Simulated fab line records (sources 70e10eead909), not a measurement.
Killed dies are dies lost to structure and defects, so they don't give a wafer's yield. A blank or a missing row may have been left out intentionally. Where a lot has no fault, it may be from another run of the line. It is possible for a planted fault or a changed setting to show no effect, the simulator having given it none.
fab line records    flow nand-harc
record lots=11  wafers=33  last-day=24
route steps=1159 shown P_M0@264
lots untouched by any fault: they come from a run of this same line in which no faults occurred
start-h: hours from the record's opening day to when the first of the lot's shown wafers began    wait-h: hours elapsed since this lot's preceding step    " unchanged from the row above    L1.1+2: one row covering several wafers at once    - no value, or no start given    * or withheld: withheld    < > ~ a bound
route shown NAME@n: NAME is a module with steps in the file, n the number in the route of the first one    usual: mean and standard deviation over wafers with no fault    same: alike in all rows    chamber/n: place in a boat    sites: each site's reading    _std_site: the values' standard deviation    _edge_site: the outer-site mean with the inner-site mean subtracted    radius-mm: for every site, how far away it sits from the centre of the wafer    mask NAME#n: copy n    behind: the most recent tool/chamber to have shaped the wafer    hold: reason for holding the lot/hours on hold/outcome of the hold    device: whichever transistor did not switch (one of n, p or np)    end of line: the same wafers' tests at the end of the route    a step without rows: its recipe alone    killed: dies lost to structure and defects at the first sort, not the wafer's yield    map: dies across one wafer; x = killed, . = not, _ = none there
set.NAME: the run value of the setting; set.NAME@STEP: its run value at that earlier step    model.NAME: the simulator's own value behind a step, which no gauge read
the route's steps for a sample of lots (tables are steps, rows are wafers)
services: from which hour (start-h, from the record's first day; less than 0 if before it) a tool's chamber was out of use, for how many hours, and why
## steps
# step NHARC_P_M0_OVL_MEAS_10
# recipe pitch-nm=180
# usual overlay-x-nm=-0.2/0.78  overlay-y-nm=-0.2/0.64
lot.wafer  tool        chamber  start-h  wait-h  overlay-x-nm  overlay-y-nm
L748.1     overlay-01  -        115.81   -       -1.4          -0.2
L748.3     "           -        "        "       -0.4          0.3
L748.4     "           -        "        "       -0.8          -0.6
L750.2     overlay-02  -        132.79   -       0.3           1.1
L750.5     "           -        "        "       -0.3          0.7
L750.6     "           -        "        "       -0.4          0.4
L751.1     overlay-01  -        138.05   -       -0.5          -0.5
L751.4     "           -        "        "       -0.2          0.6
L751.5     "           -        "        "       -0.7          0.0
L752.2     overlay-02  -        139.97   -       0.2           -1.2
L752.3     "           -        "        "       0.2           -0.6
L752.4     "           -        "        "       -0.3          -0.8
L756.1     overlay-01  -        172.90   -       -0.3          -0.8
L756.2     "           -        "        "       -0.5          -0.8
L756.4     "           -        "        "       -0.6          -0.9
L761.2     overlay-02  -        196.33   -       -0.4          0.7
L761.4     "           -        "        "       -0.5          1.1
L761.5     "           -        "        "       -0.3          0.2
L763.3     overlay-02  -        205.73   -       -0.6          0.0
L763.5     "           -        "        "       -0.8          -0.2
L763.6     "           -        "        "       -0.9          -0.2
L765.1     overlay-01  -        225.67   -       -0.2          -1.3
L765.2     "           -        "        "       0.6           -0.4
L765.6     "           -        "        "       -0.1          -1.6
L768.1     overlay-01  -        242.61   -       -0.8          0.7
L768.4     "           -        "        "       -0.7          0.1
L768.6     "           -        "        "       -1.0          0.5
L770.1     overlay-02  -        246.20   -       1.3           0.9
L770.3     "           -        "        "       1.7           0.3
L770.4     "           -        "        "       1.8           0.5
L769.1     overlay-01  -        246.55   -       -0.3          0.0
L769.3     "           -        "        "       -0.4          -0.4
L769.4     "           -        "        "       -0.3          0.1
# step NHARC_P_M0_DESCUM_14
# recipe time-s=3  o2-flow-sccm=200  ar-flow-sccm=0  bias-power-w=0  chemistry=O2
# usual drypump-motor-current-A=5.6/0.6  oes-product-au=0.996/0.0076  rf-vpp-V=57.8/0.89  showerhead-plenum-p-Torr=1.93/0.096  throttle-valve-pct=11.311/0.0097
lot.wafer  tool         chamber  start-h  wait-h  drypump-motor-current-A  oes-product-au  rf-hours-counter-h  rf-vpp-V  showerhead-plenum-p-Torr  throttle-valve-pct
L748.3     rie-diel-02  0        115.91   0.1     5.4                      1.001           6                   56.9      1.85                      11.303
L748.1     "            2        "        "       5.8                      0.991           8                   57.9      1.96                      11.321
L748.4     "            3        "        "       5.9                      1.003           9                   58.0      2.03                      11.313
L750.2     rie-diel-07  1        132.89   0.1     4.7                      0.989           4                   56.4      1.78                      11.328
L750.5     "            0        "        "       5.4                      0.995           -                   57.2      1.92                      11.313
L750.6     "            1        "        "       4.7                      0.991           -                   56.1      1.78                      11.311
L751.1     rie-diel-07  1        138.15   0.1     4.7                      0.984           5                   59.0      1.78                      11.306
L751.4     "            3        "        "       5.6                      0.996           5                   58.0      2.04                      11.318
L751.5     "            1        "        "       4.7                      0.997           -                   56.2      1.78                      11.328
L752.3     rie-diel-12  2        140.07   0.1     5.4                      1.007           7                   58.7      1.78                      11.299
L752.2     "            3        "        "       5.9                      1.014           7                   57.6      1.93                      11.308
L752.4     "            0        "        "       6.5                      1.005           7                   58.8      1.85                      11.314
L756.1     rie-diel-02  3        173.00   0.1     5.9                      0.987           1                   58.6      2.03                      11.303
L756.2     "            0        "        "       5.5                      0.994           1                   57.2      1.85                      11.305
L756.4     "            1        "        "       6.4                      0.997           1                   58.3      1.94                      11.304
L761.2     rie-diel-07  1        196.43   0.1     4.7                      0.995           9                   57.1      1.78                      11.312
L761.4     "            0        "        "       5.4                      1.004           9                   57.9      1.91                      11.312
L761.5     "            2        "        "       6.4                      0.992           -                   58.9      2.03                      11.325
L763.3     rie-diel-07  2        205.84   0.1     6.4                      0.996           9                   58.5      2.03                      11.303
L763.6     "            1        "        "       4.7                      0.999           -                   57.5      1.78                      11.322
L763.5     "            2        "        "       6.4                      1.006           -                   56.6      2.03                      11.298
L765.2     rie-diel-07  2        225.76   0.1     6.4                      0.995           10                  59.3      2.03                      11.313
L765.1     "            0        "        "       5.4                      0.991           11                  57.1      1.91                      11.311
L765.6     "            2        "        "       6.4                      0.985           -                   57.7      2.03                      11.303
L768.4     rie-diel-07  3        242.71   0.1     5.6                      1.005           0                   56.1      2.04                      11.317
L768.1     "            2        "        "       6.4                      0.993           0                   58.8      2.03                      11.307
L768.6     "            3        "        "       5.7                      1.009           -                   58.6      2.04                      11.300
L770.4     rie-diel-07  2        246.30   0.1     6.4                      0.991           1                   57.7      2.03                      11.316
L770.3     "            3        "        "       5.7                      1.002           1                   57.6      2.04                      11.324
L770.1     "            0        "        "       5.4                      0.994           1                   59.7      1.91                      11.314
L769.1     rie-diel-02  0        246.66   0.1     5.5                      0.994           7                   59.0      1.85                      11.318
L769.3     "            1        "        "       6.4                      0.991           6                   57.7      1.93                      11.311
L769.4     "            2        "        "       5.8                      0.993           -                   57.2      1.95                      11.317
# step NHARC_P_M0_ETCH_34
# recipe target-depth-a=400  overetch-a=120  time-s=43.94  ion-energy-ev=200  n2-flow-sccm=150  h2-flow-sccm=150  ar-flow-sccm=0  rf-w=400  bias-w=150  chemistry=N2/H2
# usual drypump-motor-current-A=5.7/0.57  oes-product-au=0.995/0.0078  rf-vpp-V=431/3.1  showerhead-plenum-p-Torr=2.07/0.1  throttle-valve-pct=14.172/0.0087
lot.wafer  tool         chamber  start-h  wait-h  drypump-motor-current-A  oes-product-au  rf-hours-counter-h  rf-vpp-V  showerhead-plenum-p-Torr  throttle-valve-pct
L748.3     rie-diel-02  2        116.00   0.1     5.8                      1.001           8                   432       2.09                      14.160
L748.4     "            3        "        "       6.0                      1.003           9                   432       2.17                      14.154
L748.1     "            0        "        "       5.4                      1.004           6                   429       1.97                      14.164
L750.2     rie-diel-07  1        132.98   0.1     4.7                      0.973           4                   426       1.90                      14.165
L750.5     "            3        "        "       5.6                      0.999           -                   435       2.18                      14.175
L750.6     "            0        "        "       5.4                      0.981           -                   431       2.04                      14.158
L751.4     rie-diel-07  1        138.24   0.1     4.7                      0.988           5                   426       1.90                      14.177
L751.1     "            3        "        "       5.6                      0.998           5                   433       2.18                      14.165
L751.5     "            2        "        "       6.4                      0.993           -                   435       2.16                      14.175
L752.4     rie-diel-12  1        140.16   0.1     5.2                      0.993           7                   430       2.07                      14.176
L752.3     "            3        "        "       6.0                      0.999           7                   432       2.06                      14.171
L752.2     "            0        "        "       6.5                      0.982           7                   429       1.97                      14.173
L756.4     rie-diel-02  0        173.09   0.1     5.5                      0.999           1                   429       1.97                      14.185
L756.1     "            1        "        "       6.4                      0.988           1                   432       2.06                      14.179
L756.2     "            2        "        "       5.8                      1.013           1                   432       2.09                      14.174
L761.4     rie-diel-07  1        196.51   0.1     4.7                      0.998           9                   427       1.90                      14.173
L761.2     "            3        "        "       5.7                      0.989           9                   435       2.18                      14.169
L761.5     "            1        "        "       4.7                      0.989           -                   426       1.90                      14.165
L763.3     rie-diel-07  3        205.92   0.1     5.6                      1.000           9                   434       2.18                      14.183
L763.5     "            2        "        "       6.4                      0.985           -                   433       2.16                      14.177
L763.6     "            3        "        "       5.6                      0.992           -                   435       2.18                      14.170
L765.1     rie-diel-07  0        225.85   0.1     5.4                      0.989           11                  430       2.04                      14.168
L765.2     "            2        "        "       6.4                      0.987           10                  434       2.16                      14.181
L765.6     "            0        "        "       5.4                      0.996           -                   431       2.04                      14.170
L768.1     rie-diel-07  1        242.80   0.1     4.7                      1.001           0                   424       1.89                      14.184
L768.4     "            2        "        "       6.4                      0.993           0                   435       2.16                      14.174
L768.6     "            0        "        "       5.4                      1.009           -                   432       2.04                      14.174
L770.1     rie-diel-07  2        246.38   0.1     6.4                      0.991           1                   434       2.16                      14.168
L770.4     "            3        "        "       5.6                      1.001           1                   435       2.18                      14.167
L770.3     "            1        "        "       4.7                      1.004           1                   427       1.89                      14.159
L769.3     rie-diel-02  0        246.75   0.1     5.4                      1.009           7                   428       1.97                      14.171
L769.1     "            1        "        "       6.4                      0.995           6                   431       2.06                      14.178
L769.4     "            1        "        "       6.4                      0.996           -                   431       2.06                      14.185
# step NHARC_P_M0_ECD_22
# recipe target-thk-a=4000  bath-temp-c=25  material=Cu
lot.wafer   tool       chamber  start-h  wait-h
L748.1+4+3  ecd-cu-02  1,1,0    117.65   -
L750.2+5+6  ecd-cu-02  1,0,1    134.21   -
L751.1+4+5  ecd-cu-01  1,0,1    139.43   -
L752.2+4+3  ecd-cu-02  1,0,1    141.42   -
L756.1+2+4  ecd-cu-02  0,1,0    174.28   -
L761.2+4+5  ecd-cu-01  1,0,1    197.71   -
L763.3+5+6  ecd-cu-01  1,1,0    207.21   -
L765.2+1+6  ecd-cu-01  1,0,1    227.04   -
L768.1+4+6  ecd-cu-02  1        244.00   -
L770.1+3+4  ecd-cu-02  1,0,1    247.62   -
L769.1+3+4  ecd-cu-01  1,1,0    247.96   -
# step NHARC_P_M0_CMP_23
# recipe t-overpolish-s=20  target-thk-nm=117.53
# usual motor-current-A=12.5/1.3  time-to-endpoint-s=29.0/2.1
lot.wafer  tool    chamber  start-h  wait-h  motor-current-A  time-to-endpoint-s
L748.4     cmp-02  1        118.50   -       9.8              30.2
L748.1     "       2        "        "       13.7             31.1
L748.3     "       3        "        "       12.8             28.4
L750.2     cmp-01  0        134.91   -       11.3             31.0
L750.5     "       3        "        "       11.9             27.7
L750.6     "       0        "        "       11.1             29.6
L751.4     cmp-01  0        140.19   -       11.8             27.1
L751.1     "       1        "        "       13.3             29.1
L751.5     "       3        "        "       12.2             27.9
L752.2     cmp-01  0        142.09   -       11.9             28.3
L752.4     "       1        "        "       14.1             28.5
L752.3     "       2        "        "       13.3             33.2
L756.4     cmp-02  2        175.03   -       13.7             32.1
L756.1     "       3        "        "       13.0             37.6
L756.2     "       0        "        "       12.9             32.5
L761.2     cmp-02  0        198.43   -       13.4             28.2
L761.4     "       2        "        "       14.0             28.1
L761.5     "       1        "        "       10.0             27.0
L763.3     cmp-02  2        207.83   -       14.3             29.1
L763.5     "       2        "        "       13.2             28.1
L763.6     "       3        "        "       13.1             29.4
L765.2     cmp-01  2        227.76   -       13.3             29.3
L765.1     "       1        "        "       13.3             28.4
L765.6     "       3        "        "       12.2             30.8
L768.1     cmp-04  3        244.75   -       13.9             27.5
L768.4     "       1        "        "       14.0             29.0
L768.6     "       3        "        "       14.0             29.5
L770.1     cmp-02  0        248.29   -       12.2             34.0
L770.4     "       1        "        "       9.8              33.4
L770.3     "       2        "        "       14.0             35.4
L769.1     cmp-02  0        248.69   -       12.8             32.1
L769.4     "       1        "        "       10.1             28.9
L769.3     "       2        "        "       13.6             30.9
## services
tool         chamber  start-h  hours  kind
ecd-cu-01    -        96.25    8.0    pm
cmp-04       -        103.42   1.3    repair
cmp-02       -        104.31   0.7    repair
cmp-04       -        105.00   4.0    pm
rie-diel-12  2        113.53   3.2    repair
cmp-02       -        129.49   4.0    pm
rie-diel-12  0        130.88   4.4    repair
cmp-01       -        146.71   1.7    repair
rie-diel-02  -        150.73   9.0    pm
ecd-cu-02    -        151.46   1.6    repair
rie-diel-02  3        161.05   3.9    repair
cmp-01       -        176.94   2.2    repair
cmp-01       -        179.57   4.0    pm
ecd-cu-02    -        180.00   8.0    pm
cmp-04       -        185.44   2.5    repair
cmp-04       -        195.22   0.2    repair
rie-diel-02  0        200.15   1.5    repair
rie-diel-12  -        202.40   9.0    pm
rie-diel-12  2        213.05   9.5    repair
cmp-02       -        227.49   4.0    pm
rie-diel-07  -        228.27   9.0    pm
rie-diel-02  3        236.04   15.7   repair
cmp-02       -        242.45   0.9    repair
cmp-02       -        243.63   4.6    repair
## key
first-sign step=NHARC_P_M0_CMP_23  reading=time-to-endpoint-s  direction=up  sigmas=4.1  usual=*  struck=*
effect none on later readings
met-at NHARC_P_M0_ECD_22
struck-lots L756
struck-wafers L756.1
not-acting-at NHARC_P_M0_OVL_MEAS_10,NHARC_P_M0_DESCUM_14,NHARC_P_M0_ETCH_34
onset-between 141.42 174.28
fault kind=process-parameter-drift  tool=ecd-cu-02  chamber=-  onset-h=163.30  steps=NHARC_P_M0_ECD_22  channel=target-thk-a  offset=*  shape=step  end-h=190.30  scope=struck-wafers-only  acts-in=*  stated=*
